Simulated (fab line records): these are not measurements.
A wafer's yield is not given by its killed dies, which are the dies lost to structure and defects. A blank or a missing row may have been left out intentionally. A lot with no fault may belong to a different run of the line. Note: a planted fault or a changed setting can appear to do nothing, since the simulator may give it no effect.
Which tool was responsible?	flow nand harc	11 lots, 33 wafers sampled, at 7 steps of a route of 1302

## WHAT THE GAUGES SHOWED, per wafer
NHARC_P_ZERO_WELL_CD_MEAS_52: target cd 2000 nm. Usual: cd nm at 2000.2 nm, with a standard deviation of 1.3.
lot	measured	on	cd nm (nm)	flag
L710	day 2 01:34	cd sem-02	2002.2 2002.1 2001.6	
L712	day 2 21:52	cd sem-03	1998.6 1997.1 1998.9	
L717	day 4 23:42	cd sem-02	- - -	OFF
L718	day 5 09:45	cd sem-03	- - -	OFF
L724	day 7 21:50	cd sem-01	2002.4 2001.8 2002.8	
L725	day 8 08:28	cd sem-01	2001.7 2001.4 1999.7	
L726	day 8 17:47	cd sem-03	2000.5 2000.2 1999.4	
L727	day 9 03:52	cd sem-03	2000.7 1998.1 1998.1	
L730	day 10 09:37	cd sem-01	1998.1 1999.1 1998.2	
L732	day 11 05:49	cd sem-01	1998.3 2000.7 2000.8	
L733	day 11 15:44	cd sem-03	1999.4 1997.7 1999.4	

NHARC_P_ZERO_WELL_INSPECT_43. Usual: raw defect count at 12, with a standard deviation of 6.2.
lot	measured	on	raw defect count	flag
L710	day 2 03:21	defect inspect-01	5 6 18	
L712	day 2 23:41	defect inspect-01	7 4 12	
L717	day 5 01:32	defect inspect-02	1099 1107 1151	OFF
L718	day 5 11:34	defect inspect-02	1078 1093 1058	OFF
L724	day 7 23:44	defect inspect-01	10 10 10	
L725	day 8 10:17	defect inspect-01	9 8 10	
L726	day 8 19:40	defect inspect-01	35 10 17	
L727	day 9 05:41	defect inspect-01	10 12 18	
L730	day 10 11:26	defect inspect-01	25 19 17	
L732	day 11 07:38	defect inspect-01	13 10 18	
L733	day 11 17:32	defect inspect-01	4 14 10	

NHARC_P_STI_OVL_MEAS_10. Usual: overlay x nm 0 nm, standard deviation 6.7; overlay y nm -1 nm, standard deviation 4.9.
lot	measured	on	overlay x nm (nm)	overlay y nm (nm)	flag
L710	day 2 22:59	overlay-02	1 1 1	-4 -4 -4	
L712	day 3 16:53	overlay-01	-11 -12 -11	5 6 6	
L724	day 8 17:19	overlay-01	1 2 1	-2 -2 -2	
L725	day 9 02:11	overlay-01	5 5 5	3 3 3	
L726	day 9 10:50	overlay-02	-6 -5 -6	-7 -6 -7	
L727	day 9 22:06	overlay-02	-5 -5 -5	-5 -5 -6	
L730	day 11 07:19	overlay-02	-19 -19 -19	-1 -1 -1	
L732	day 11 22:17	overlay-02	4 4 3	2 3 3	
L733	day 12 08:14	overlay-01	-8 -8 -8	1 1 1	

NHARC_END_SORT_01. Usual: killed at array 56, standard deviation 21; killed at other 1.2, standard deviation 1.6; killed at periphery 3.7, standard deviation 2.5; killed dies 61, standard deviation 21; killed open 3.1, standard deviation 1.8; killed short 2.8, standard deviation 1.7.
lot	measured	on	killed at array	killed at other	killed at periphery	killed dies	killed open	killed short	flag
L717	day 27 10:53	prober-02	69 81 65	1 6 4	607 590 608	677 677 677	1 5 5	3 2 2	OFF
L718	day 28 04:38	prober-02	52 57 68	4 0 1	621 620 608	677 677 677	7 2 3	0 2 4	OFF

## WHAT TOOL EACH LOT RAN ON (gives the tool, then ch and the chambers of the sampled wafers, and finally the start)
lot	NHARC_P_ZERO_WELL_EXPOSE_49	NHARC_P_STI_DESCUM_14	NHARC_P_GATE_DESCUM_31
L710	krf scanner-02 ch 0, day 2 01:24	rie diel-01 ch 0,1,2, day 2 23:10	rie diel-06 ch 1,2,3, day 5 08:58
L712	krf scanner-04 ch 0, day 2 21:43	rie diel-01 ch 0,1,3, day 3 17:04	rie diel-06 ch 1,2,3, day 5 20:20
L717	krf scanner-04, day 4 23:32	-	-
L718	krf scanner-04, day 5 09:35	-	-
L724	krf scanner-01 ch 0, day 7 21:41	rie diel-01 ch 1,3, day 8 17:29	rie diel-06 ch 0,1,2, day 10 23:41
L725	krf scanner-04 ch 0, day 8 08:19	rie diel-01 ch 0,1,3, day 9 02:22	rie diel-06 ch 0,2,3, day 10 23:20
L726	krf scanner-01 ch 0, day 8 17:38	rie diel-01 ch 0,1,2, day 9 11:00	rie diel-08 ch 0,1,3, day 11 20:13
L727	krf scanner-04 ch 0, day 9 03:43	rie diel-01 ch 1,2, day 9 22:16	rie diel-08 ch 0,1,2, day 12 00:04
L730	krf scanner-04 ch 0, day 10 09:28	rie diel-11 ch 0,1,2, day 11 07:29	rie diel-04 ch 0,1,2, day 13 10:16
L732	krf scanner-01 ch 0, day 11 05:39	rie diel-01 ch 1,2,3, day 11 22:29	rie diel-08 ch 1,2,3, day 13 21:55
L733	krf scanner-01 ch 0, day 11 15:35	rie diel-03 ch 0,1,2, day 12 08:25	rie diel-06 ch 0,1,2, day 14 12:04
- NHARC_P_ZERO_WELL_EXPOSE_49: exposes mask P HVPW, target cd 2000 nm.
- NHARC_P_STI_DESCUM_14: chemistry O2, time 3 s.
- NHARC_P_GATE_DESCUM_31: chemistry O2, time 3 s.

## WHAT THE TOOLS THEMSELVES READ (means of the sampled wafers that have a number; where no wafer has one, the mark that the record gives instead)
NHARC_P_ZERO_WELL_EXPOSE_49. Usual: exposure dose mJ cm2 22.637, standard deviation 0.02; focus offset nm 0.0 nm, standard deviation 0.5.
lot	tool	exposure dose mJ cm2	focus offset nm (nm)	flag
L710	krf scanner-02	22.631	-0.2	
L712	krf scanner-04	22.661	-0.4	
L717	krf scanner-04	-	-	OFF
L718	krf scanner-04	-	-	OFF
L724	krf scanner-01	22.636	-0.1	
L725	krf scanner-04	22.639	-0.1	
L726	krf scanner-01	22.633	0.3	
L727	krf scanner-04	22.660	-0.4	
L730	krf scanner-04	22.635	-0.7	
L732	krf scanner-01	22.636	0.1	
L733	krf scanner-01	22.652	0.1	

NHARC_P_STI_DESCUM_14. Usual: drypump motor current A 5.5 A, standard deviation 0.32; oes product au 1.002 a.u., standard deviation 0.0079; rf vpp V 57.7 V, standard deviation 0.89; showerhead plenum p Torr 1.91 Torr, standard deviation 0.098; throttle valve pct 11.311 %, standard deviation 0.0086.
lot	tool	drypump motor current A (A)	oes product au (a.u.)	rf vpp V (V)	showerhead plenum p Torr (Torr)	throttle valve pct (%)	flag
L710	rie diel-01	5.6	0.998	57.9	1.99	11.306	
L712	rie diel-01	5.4	1.010	57.7	1.93	11.309	
L724	rie diel-01	5.3	1.003	58.4	1.88	11.314	
L725	rie diel-01	5.4	1.009	57.9	1.93	11.308	
L726	rie diel-01	5.5	1.005	57.7	1.99	11.315	
L727	rie diel-01	5.6	1.007	57.7	1.97	11.308	
L730	rie diel-11	5.6	1.007	57.2	1.92	11.314	
L732	rie diel-01	5.4	0.997	57.5	1.90	11.313	
L733	rie diel-03	5.7	0.984	58.3	1.81	11.309	

NHARC_P_GATE_DESCUM_31. Usual: drypump motor current A 5.7 A, standard deviation 0.43; oes product au 0.998 a.u., standard deviation 0.0079; rf vpp V 57.7 V, standard deviation 0.97; showerhead plenum p Torr 1.92 Torr, standard deviation 0.068; throttle valve pct 11.311 %, standard deviation 0.0092.
lot	tool	drypump motor current A (A)	oes product au (a.u.)	rf vpp V (V)	showerhead plenum p Torr (Torr)	throttle valve pct (%)	flag
L710	rie diel-06	5.9	0.991	58.3	1.97	11.302	
L712	rie diel-06	5.9	0.996	58.5	1.97	11.315	
L724	rie diel-06	5.5	1.002	57.5	1.93	11.300	
L725	rie diel-06	5.5	1.009	59.1	1.94	11.315	
L726	rie diel-08	5.8	0.996	57.7	1.94	11.304	
L727	rie diel-08	5.6	0.999	57.1	1.90	11.307	
L730	rie diel-04	5.9	0.997	57.4	1.89	11.314	
L732	rie diel-08	5.7	1.003	56.8	1.87	11.307	
L733	rie diel-06	5.5	1.007	57.7	1.93	11.309	

## THE ANSWER, worked out from the rows above alone
Rule: lot off if the mean of its wafers having a number is beyond 3 standard deviations from the usual mean. Also off: a lot with no number at a reading for which 4 or more lots have one. The other lots that the step has rows for count as sound. After the gauges, taken in route order, come the tools' own readings; for these a lot's mean is taken, as printed above. At the first step where some lot is off, the reading lying furthest off is the one used; lots without a number count as furthest.
Off at NHARC_P_ZERO_WELL_CD_MEAS_52 (cd nm): L717, L718. Without a number there: L717, L718.
If a tool, at a process step before that reading, ran all the lots that are off and no sound lot after the first of them, it fits. The gauges at NHARC_P_ZERO_WELL_CD_MEAS_52 aren't tried: what is off there is off at NHARC_P_ZERO_WELL_INSPECT_43 too, on other tools, and a gauge's error can't cause that. Not one of the candidates tried fits.

## WHAT THE SIMULATOR HAD PUT IN
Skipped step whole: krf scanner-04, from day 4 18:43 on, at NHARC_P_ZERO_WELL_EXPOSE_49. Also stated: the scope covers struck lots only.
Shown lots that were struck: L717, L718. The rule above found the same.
